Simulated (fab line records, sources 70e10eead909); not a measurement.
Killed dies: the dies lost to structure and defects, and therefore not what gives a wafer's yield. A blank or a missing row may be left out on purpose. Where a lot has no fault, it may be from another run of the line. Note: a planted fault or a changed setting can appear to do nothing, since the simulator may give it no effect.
Which tool was responsible?    flow nand-harc    36 wafers from 12 lots sampled at 3 of the route's 1159 steps

## WHAT THE GAUGES READ, wafer by wafer
NHARC_P_BONDPAD_CD_MEAS_09: target cd 500 nm.
lot   measured      on         cd-nm (nm)
L075  day 6 16:56   cd-sem-03  497.9 501.2 498.5
L076  day 7 03:39   cd-sem-02  499.4 500.4 502.6
L081  day 8 02:18   cd-sem-03  497.4 501.0 502.7
L079  day 8 08:35   cd-sem-02  500.9 499.2 500.0
L083  day 8 12:17   cd-sem-03  501.6 499.4 501.3
L088  day 9 10:57   cd-sem-02  500.5 500.3 503.5
L085  day 9 16:45   cd-sem-01  499.8 499.2 496.3
L089  day 10 04:22  cd-sem-02  502.3 502.0 501.9
L091  day 10 13:49  cd-sem-02  500.4 496.8 498.9
L093  day 10 23:08  cd-sem-03  499.3 500.9 500.0
L094  day 11 10:29  cd-sem-03  501.6 498.7 500.0
L097  day 12 06:25  cd-sem-03  503.6 502.8 501.7

## WHICH TOOL RAN EACH LOT (tool, then ch and the chambers of the sampled wafers, then the start)
lot   NHARC_P_M2_PVD_20                        NHARC_P_BONDPAD_DEP_00
L075  pvd-sputter-01, day 6 15:50 or earlier   pecvd-03 ch 1,2, day 6 15:50
L076  pvd-sputter-03, day 7 03:39 or earlier   pecvd-01 ch 1,2, day 7 03:39 or earlier
L081  pvd-sputter-03, day 8 01:08 or earlier   pecvd-04 ch 0,1,2, day 8 01:08
L079  pvd-sputter-01, day 8 07:24 or earlier   pecvd-01 ch 1,2, day 8 07:24
L083  pvd-sputter-02, day 8 11:13 or earlier   pecvd-04 ch 0,1, day 8 11:13
L088  pvd-sputter-03, day 9 10:57 or earlier   pecvd-03 ch 0,1,2, day 9 10:57 or earlier
L085  pvd-sputter-01, day 9 15:39 or earlier   pecvd-03 ch 0,1, day 9 15:39
L089  pvd-sputter-01, day 10 03:08 or earlier  pecvd-04 ch 0,1,2, day 10 03:08
L091  pvd-sputter-03, day 10 12:41 or earlier  pecvd-01 ch 0,2, day 10 12:41
L093  pvd-sputter-01, day 10 22:02 or earlier  pecvd-03 ch 0,1,2, day 10 22:02
L094  pvd-sputter-03, day 11 10:29 or earlier  pecvd-04 ch 0,1, day 11 10:29 or earlier
L097  pvd-sputter-01, day 12 05:17 or earlier  pecvd-01 ch 1,2, day 12 05:17
- NHARC_P_M2_PVD_20: deposits TaN, target thk 5 nm, time 8.06 s.
- NHARC_P_BONDPAD_DEP_00: deposits SiCN, target thk 250 nm.

## THE ANSWER, worked out from the rows above alone
Rule: the usual values come from the lots themselves. The widest of any qualifying gaps counts: lots, ordered by their means at a reading, are off when they make up no more than a third of the lots, leave a main group of 4 or more, and stand apart from it by 3 or more times the standard deviation of that group's means. If all means in a main group match to the digits the tables above print for the reading, that group is not used. A lot without any number at a reading at which 4 lots or more have one is off too. Where the step has rows for the other lots, those lots are counted as sound.
No lot is off on any of the readings shown, so nothing can be concluded from this.

## WHAT HAD BEEN PUT IN BY THE SIMULATOR
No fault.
